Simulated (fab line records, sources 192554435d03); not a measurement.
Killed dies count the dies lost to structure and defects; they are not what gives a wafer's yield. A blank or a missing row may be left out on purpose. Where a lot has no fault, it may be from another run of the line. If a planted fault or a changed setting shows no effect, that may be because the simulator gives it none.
Split-lot experiment / flow n5Finfet / 39 wafers read from 7 lots, route of 1938 steps

== ON THE SPLIT ==
At N5_BEOL_M8_DESCUM_16 (chemistry O2, time 7.9 s), the setting timeS was moved away from the recipe's 7.9 s on 15 of the 39 wafers read, by -33.9% to +15.7%. This setting was run at the recipe's value on the other wafers.

No step appears in the file between the split and the reading.

== THE READING ==
CAR-ArF_of_BEOL_M8_COAT_05.thkNm (the simulator's own value, which no gauge read), in nm, at N5_BEOL_M8_ETCH_61 (etches SiARC in CF4, target depth 45.5 nm, time 75.8 s). There is no usual value for it anywhere in the file. Here, 24 wafers ran the recipe; their average is 51.0 nm with a standard deviation of 0.21 nm.

wafer=L074.1; tool, chamber at the split=rieDiel-03, 2,1; timeS as run, s=5.218; against the recipe=-33.9%; CAR-ArF_of_BEOL_M8_COAT_05.thkNm, nm=52.6; against lot-mates on the recipe=+1.7
wafer=L074.2; tool, chamber at the split=rieDiel-03, 3,1,0; timeS as run, s=7.9; against the recipe=recipe; CAR-ArF_of_BEOL_M8_COAT_05.thkNm, nm=50.8; against lot-mates on the recipe=-
wafer=L074.5; tool, chamber at the split=rieDiel-03, 3,1,0; timeS as run, s=7.9; against the recipe=recipe; CAR-ArF_of_BEOL_M8_COAT_05.thkNm, nm=50.8; against lot-mates on the recipe=-
wafer=L074.3; tool, chamber at the split=rieDiel-03, 0; timeS as run, s=5.218; against the recipe=-33.9%; CAR-ArF_of_BEOL_M8_COAT_05.thkNm, nm=52.8; against lot-mates on the recipe=+1.9
wafer=L074.4; tool, chamber at the split=rieDiel-03, 2,1; timeS as run, s=5.218; against the recipe=-33.9%; CAR-ArF_of_BEOL_M8_COAT_05.thkNm, nm=52.8; against lot-mates on the recipe=+1.9
wafer=L074.6; tool, chamber at the split=rieDiel-03, 3,1,0; timeS as run, s=7.9; against the recipe=recipe; CAR-ArF_of_BEOL_M8_COAT_05.thkNm, nm=51; against lot-mates on the recipe=-
wafer=L082.1; tool, chamber at the split=rieDiel-02, 3; timeS as run, s=7.9; against the recipe=recipe; CAR-ArF_of_BEOL_M8_COAT_05.thkNm, nm=50.8; against lot-mates on the recipe=-
wafer=L082.2; tool, chamber at the split=rieDiel-02, 1; timeS as run, s=7.9; against the recipe=recipe; CAR-ArF_of_BEOL_M8_COAT_05.thkNm, nm=51.2; against lot-mates on the recipe=-
wafer=L082.3; tool, chamber at the split=rieDiel-02, 2,0; timeS as run, s=5.433; against the recipe=-31.2%; CAR-ArF_of_BEOL_M8_COAT_05.thkNm, nm=52.2; against lot-mates on the recipe=+1.2
wafer=L082.5; tool, chamber at the split=rieDiel-02, 2,0; timeS as run, s=5.433; against the recipe=-31.2%; CAR-ArF_of_BEOL_M8_COAT_05.thkNm, nm=52.2; against lot-mates on the recipe=+1.2
wafer=L082.4; tool, chamber at the split=rieDiel-02, 0; timeS as run, s=5.433; against the recipe=-31.2%; CAR-ArF_of_BEOL_M8_COAT_05.thkNm, nm=52.4; against lot-mates on the recipe=+1.4
wafer=L082.6; tool, chamber at the split=rieDiel-02, 1; timeS as run, s=7.9; against the recipe=recipe; CAR-ArF_of_BEOL_M8_COAT_05.thkNm, nm=51; against lot-mates on the recipe=-
wafer=L080.2; tool, chamber at the split=rieDiel-02, 3; timeS as run, s=7.9; against the recipe=recipe; CAR-ArF_of_BEOL_M8_COAT_05.thkNm, nm=51; against lot-mates on the recipe=-
wafer=L080.3; tool, chamber at the split=rieDiel-02, 0; timeS as run, s=7.9; against the recipe=recipe; CAR-ArF_of_BEOL_M8_COAT_05.thkNm, nm=51.2; against lot-mates on the recipe=-
wafer=L080.6; tool, chamber at the split=rieDiel-02, 0; timeS as run, s=7.9; against the recipe=recipe; CAR-ArF_of_BEOL_M8_COAT_05.thkNm, nm=50.8; against lot-mates on the recipe=-
wafer=L084.1; tool, chamber at the split=rieDiel-02, 0; timeS as run, s=5.44; against the recipe=-31.1%; CAR-ArF_of_BEOL_M8_COAT_05.thkNm, nm=52.4; against lot-mates on the recipe=+1.2
wafer=L084.5; tool, chamber at the split=rieDiel-02, 2; timeS as run, s=5.44; against the recipe=-31.1%; CAR-ArF_of_BEOL_M8_COAT_05.thkNm, nm=52.4; against lot-mates on the recipe=+1.2
wafer=L084.2; tool, chamber at the split=rieDiel-02, 2,1; timeS as run, s=7.9; against the recipe=recipe; CAR-ArF_of_BEOL_M8_COAT_05.thkNm, nm=51.2; against lot-mates on the recipe=-
wafer=L084.4; tool, chamber at the split=rieDiel-02, 3; timeS as run, s=7.9; against the recipe=recipe; CAR-ArF_of_BEOL_M8_COAT_05.thkNm, nm=51.2; against lot-mates on the recipe=-
wafer=L084.6; tool, chamber at the split=rieDiel-02, 2,1; timeS as run, s=7.9; against the recipe=recipe; CAR-ArF_of_BEOL_M8_COAT_05.thkNm, nm=51.2; against lot-mates on the recipe=-
wafer=L084.3; tool, chamber at the split=rieDiel-02, 1; timeS as run, s=5.44; against the recipe=-31.1%; CAR-ArF_of_BEOL_M8_COAT_05.thkNm, nm=52.6; against lot-mates on the recipe=+1.4
wafer=L086.1; tool, chamber at the split=rieDiel-02, 0,0,1; timeS as run, s=7.9; against the recipe=recipe; CAR-ArF_of_BEOL_M8_COAT_05.thkNm, nm=51.4; against lot-mates on the recipe=-
wafer=L086.5; tool, chamber at the split=rieDiel-02, 0,0,1; timeS as run, s=7.9; against the recipe=recipe; CAR-ArF_of_BEOL_M8_COAT_05.thkNm, nm=51.4; against lot-mates on the recipe=-
wafer=L086.2; tool, chamber at the split=rieDiel-02, 2,1,3; timeS as run, s=7.9; against the recipe=recipe; CAR-ArF_of_BEOL_M8_COAT_05.thkNm, nm=51; against lot-mates on the recipe=-
wafer=L086.3; tool, chamber at the split=rieDiel-02, 2,1,3; timeS as run, s=7.9; against the recipe=recipe; CAR-ArF_of_BEOL_M8_COAT_05.thkNm, nm=51; against lot-mates on the recipe=-
wafer=L086.4; tool, chamber at the split=rieDiel-02, 2,1,3; timeS as run, s=7.9; against the recipe=recipe; CAR-ArF_of_BEOL_M8_COAT_05.thkNm, nm=51.2; against lot-mates on the recipe=-
wafer=L086.6; tool, chamber at the split=rieDiel-02, 0,0,1; timeS as run, s=7.9; against the recipe=recipe; CAR-ArF_of_BEOL_M8_COAT_05.thkNm, nm=51.2; against lot-mates on the recipe=-
wafer=L093.1; tool, chamber at the split=rieDiel-03, 3; timeS as run, s=7.9; against the recipe=recipe; CAR-ArF_of_BEOL_M8_COAT_05.thkNm, nm=50.6; against lot-mates on the recipe=-
wafer=L093.2; tool, chamber at the split=rieDiel-03, 2; timeS as run, s=9.139; against the recipe=+15.7%; CAR-ArF_of_BEOL_M8_COAT_05.thkNm, nm=49.8; against lot-mates on the recipe=-0.9
wafer=L093.3; tool, chamber at the split=rieDiel-03, 0,2; timeS as run, s=7.9; against the recipe=recipe; CAR-ArF_of_BEOL_M8_COAT_05.thkNm, nm=50.8; against lot-mates on the recipe=-
wafer=L093.6; tool, chamber at the split=rieDiel-03, 0,2; timeS as run, s=7.9; against the recipe=recipe; CAR-ArF_of_BEOL_M8_COAT_05.thkNm, nm=50.8; against lot-mates on the recipe=-
wafer=L093.4; tool, chamber at the split=rieDiel-03, 1,3; timeS as run, s=9.139; against the recipe=+15.7%; CAR-ArF_of_BEOL_M8_COAT_05.thkNm, nm=50; against lot-mates on the recipe=-0.7
wafer=L093.5; tool, chamber at the split=rieDiel-03, 1,3; timeS as run, s=9.139; against the recipe=+15.7%; CAR-ArF_of_BEOL_M8_COAT_05.thkNm, nm=50; against lot-mates on the recipe=-0.7
wafer=L095.1; tool, chamber at the split=rieDiel-03, 0; timeS as run, s=6.344; against the recipe=-19.7%; CAR-ArF_of_BEOL_M8_COAT_05.thkNm, nm=51.8; against lot-mates on the recipe=+0.8
wafer=L095.2; tool, chamber at the split=rieDiel-03, 3; timeS as run, s=7.9; against the recipe=recipe; CAR-ArF_of_BEOL_M8_COAT_05.thkNm, nm=50.8; against lot-mates on the recipe=-
wafer=L095.3; tool, chamber at the split=rieDiel-03, 2; timeS as run, s=7.9; against the recipe=recipe; CAR-ArF_of_BEOL_M8_COAT_05.thkNm, nm=51; against lot-mates on the recipe=-
wafer=L095.4; tool, chamber at the split=rieDiel-03, 1; timeS as run, s=6.344; against the recipe=-19.7%; CAR-ArF_of_BEOL_M8_COAT_05.thkNm, nm=52; against lot-mates on the recipe=+1.0
wafer=L095.5; tool, chamber at the split=rieDiel-03, 2; timeS as run, s=6.344; against the recipe=-19.7%; CAR-ArF_of_BEOL_M8_COAT_05.thkNm, nm=52.2; against lot-mates on the recipe=+1.2
wafer=L095.6; tool, chamber at the split=rieDiel-03, 3; timeS as run, s=7.9; against the recipe=recipe; CAR-ArF_of_BEOL_M8_COAT_05.thkNm, nm=51.2; against lot-mates on the recipe=-
The file does not say which wafer passed through which chamber wherever a row lists several chambers: such a row stands for several wafers.

THE FIT
A straight line over all 39 wafers: CAR-ArF_of_BEOL_M8_COAT_05.thkNm changes by -0.049 nm for each +1% of timeS; r = -0.96; the points scatter about the line by 0.22 nm.
The same after taking each lot's own level away (the mean of its wafers on the recipe; 39 wafers): -0.047 nm for each +1%; r = -0.97; scatter 0.17 nm.
The reading moves by 1.6 nm for the largest change in timeS, on that fit.
From 50.73 to 51.20 nm: that is the span of the lots' own levels, equal to 2.2 times the standard deviation above.
So the lot-to-lot level changes the slope little: the two slopes agree.
Check: +1.57 nm against its lot-mates is what the line predicts for one of the wafers moved furthest among these (-33.9%) when that wafer is left out of the fit. It came out at +1.73 nm against them.

== THESE WAFERS: OTHER SPLITS ==
These wafers also went through other splits before the reading. Each is held against what the fit with the lots' levels taken away leaves over:
other split on the same wafers=N5_BEOL_M3_TRENCH_ETCH_37 targetDepthA; wafers away from the commonest value=18; r with CAR-ArF_of_BEOL_M8_COAT_05.thkNm (lot level and that fit taken away)=-0.15
other split on the same wafers=N5_BEOL_M6_TRENCH_ETCH_37 targetDepthA; wafers away from the commonest value=15; r with CAR-ArF_of_BEOL_M8_COAT_05.thkNm (lot level and that fit taken away)=-0.11

== THE WHOLE CHAIN: every reading that the file lists as answering this split, in the file's order ==
step=N5_BEOL_M8_DESCUM_16; what it does=chemistry O2, time 7.9 s; reading=CAR-ArF_of_BEOL_M8_COAT_05.thkNm (the simulator's own value, which no gauge read); change (the file's fit)=-0.0479 nm for each +1% of the setting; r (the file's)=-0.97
step=N5_BEOL_M8_ETCH_61; what it does=etches SiARC in CF4, target depth 45.5 nm, time 75.8 s; reading=CAR-ArF_of_BEOL_M8_COAT_05.thkNm (the simulator's own value, which no gauge read); change (the file's fit)=-0.0468 nm for each +1% of the setting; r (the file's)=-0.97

== FILE'S OWN FIT ==
CAR-ArF_of_BEOL_M8_COAT_05.thkNm changes by -0.0468 nm for each +1% of timeS, r = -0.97.
